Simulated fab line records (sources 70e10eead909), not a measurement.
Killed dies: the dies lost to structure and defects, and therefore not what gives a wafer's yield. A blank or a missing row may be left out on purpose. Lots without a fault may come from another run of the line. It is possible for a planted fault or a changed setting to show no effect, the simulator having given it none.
Comparing a struck lot with a sound one	flow nand-harc	15 out of 1159 route steps
Sound: wafers L920.1, L920.3, L920.5. Struck: wafer L923.6 (L923.1, L923.2, from the same lot, were not struck and are left out); the cause is given at the end.
Each step with rows lists, per side, the tool, then ch with its chambers, then its first start. Under that, the readings that differ: sound wafers	struck wafers	difference of the means	sigmas: that difference in standard deviations of wafers without a fault.
alike: readings with means less than 2 such deviations apart, plus words and numbers identical on both sides. not compared: withheld readings, readings lacking a value on some wafer, bounds such as >300 that could conceal the same value, and numbers that have no deviation in the record and whose values overlap.
Wherever a step has rows on one side only, a row that says differs or no value, or a row with sigmas, the two part there. Numbers that have no deviation but don't overlap get no sigmas and don't part them. A reading that every wafer of one side lacks parts them only if that side has two wafers or more.

first, 8 steps without rows for these wafers: NHARC_P_CONTACT_COAT_33 (time 75 s); NHARC_P_CONTACT_COAT_34 (time 65 s); NHARC_P_CONTACT_COAT_06 (resist thk 90 nm); NHARC_P_CONTACT_SOFTBAKE_07 (time 55 s); NHARC_P_CONTACT_EBR_08; NHARC_P_CONTACT_EXPOSE_09 (exposes mask P CA, target cd 90 nm); NHARC_P_CONTACT_PEB_10 (peb time 65 s); NHARC_P_CONTACT_DEVELOP_11 (develop time 35 s).
NHARC_P_CONTACT_CD_MEAS_12 targets a cd of 90 nm.
  sound on cd-sem-02 ch 0, day 8 19:11; struck on cd-sem-03 ch 0, day 9 03:21
  alike: cd-nm
NHARC_P_CONTACT_OVL_MEAS_13:
  struck on overlay-02, day 9 03:26; sound on overlay-01, day 8 19:16
reading	sound	struck	difference	sigmas
overlay-x-nm (nm)	2.5 2.2 2.1	-0.4	-2.7	-3
  alike: overlay-y-nm
NHARC_P_CONTACT_INSPECT_14:
  struck on defect-inspect-01, day 9 03:28; sound on defect-inspect-01, day 8 19:18
reading	sound	struck	difference	sigmas
raw-defect-count	0 3 2	6	+4	+2
NHARC_P_CONTACT_DESCUM_17: chemistry O2, time 3 s.
  sound on rie-diel-12 ch 0,2, day 8 19:22; struck on rie-diel-03 ch 1, day 9 03:32
  alike: drypump-motor-current-A, oes-product-au, rf-vpp-V, showerhead-plenum-p-Torr, throttle-valve-pct
  not compared: rf-hours-counter-h
NHARC_P_CONTACT_ETCH_35: etches the open film in CF4, target depth 39 nm, time 65 s.
  sound on rie-diel-12 ch 1,2,3, day 8 19:28; struck on rie-diel-03 ch 0, day 9 03:37
reading	sound	struck	difference	sigmas
run-length-s (s)	86.9 86.0 87.2	71.6	-15.1	-31
  alike: drypump-motor-current-A, oes-product-au, rf-vpp-V, showerhead-plenum-p-Torr, throttle-valve-pct
  not compared: rf-hours-counter-h
NHARC_P_CONTACT_ETCH_36: etches the open film in N2/H2, target depth 260 nm, time 406.25 s.
  sound: rie-diel-12 ch 2,3; struck: rie-diel-03 ch 0
reading	sound	struck	difference	sigmas
drypump-motor-current-A (A)	5.6 6.4 5.6	4.8	-1.1	-2
  alike: h2-flow-sccm, oes-product-au, rf-vpp-V, run-length-s, showerhead-plenum-p-Torr, throttle-valve-pct
  not compared: rf-hours-counter-h
-- the record jumps here: 15 days lie between the struck wafers' starts before and after (it left off in module P_CONTACT and takes up again in module END, whose first step shown is number 1159 of the route) --
NHARC_END_SORT_01:
  sound on prober-02 ch 0, day 22 12:26; struck on prober-01 ch 0, day 23 17:38
  alike: killed-at-array, killed-at-other, killed-at-periphery, killed-dies, killed-open, killed-short

WHERE THEY PART
First at NHARC_P_CONTACT_OVL_MEAS_13; last, within this record, at NHARC_P_CONTACT_ETCH_36. Later steps at which nothing parts them and some readings are alike: NHARC_END_SORT_01.

WHY: the cause the simulator had injected
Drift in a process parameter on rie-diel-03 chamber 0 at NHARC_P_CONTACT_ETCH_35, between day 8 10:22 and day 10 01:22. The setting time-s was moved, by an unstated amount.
